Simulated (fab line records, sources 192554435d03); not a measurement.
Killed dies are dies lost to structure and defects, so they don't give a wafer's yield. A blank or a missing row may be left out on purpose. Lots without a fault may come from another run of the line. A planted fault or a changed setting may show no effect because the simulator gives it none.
Chamber matching | flow n5_finfet | N5_BEOL_M5_DEP_56 on pecvd-03: 3 sister chambers
The step deposits SiCN from 3MS/NH3, target thk 8 nm, time 14 s. 3 wafers are shown with their chamber, then 7 later ones without.

WAFERS WITH THEIR CHAMBER
wafer  | chamber | showerhead_plenum_p_Torr (Torr)
L084.4 | 1       | 3.666
L087.3 | 0       | 3.623
L087.5 | 2       | 3.684

WAFERS WITHOUT THEIR CHAMBER
wafer  | showerhead_plenum_p_Torr (Torr)
L087.6 | 3.617
L093.1 | 3.617
L093.3 | 3.664
L093.6 | 3.671
L095.1 | 3.683
L095.2 | 3.668
L095.5 | 3.673

WHICH CHAMBER EACH WENT THROUGH
wafer  | from the rows above     | in truth
L087.6 | 0                       | 0
L093.1 | 0                       | 0
L093.3 | 1                       | 1
L093.6 | can't be placed: 1 or 2 | 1
L095.1 | 2                       | 2
L095.2 | 1                       | 1
L095.5 | can't be placed: 1 or 2 | 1
Placed correctly: 5 of 7. Can't be placed from these rows: 2 (the true chamber is among the candidates in 2). Placed wrongly: 0.
How it was worked out, from the rows above alone: a wafer's distance from a chamber is the root of the sum, over the readings, of the square of ((its reading less the chamber's mean) divided by the reading's scatter). The wafer belongs to the nearest chamber; if the next one is less than 2 further off, it can't be placed. A chamber's mean is the mean of its shown wafers. The scatter: with one shown wafer a chamber, the root of the mean of the squares of how far each hidden wafer lies from its nearest shown one.
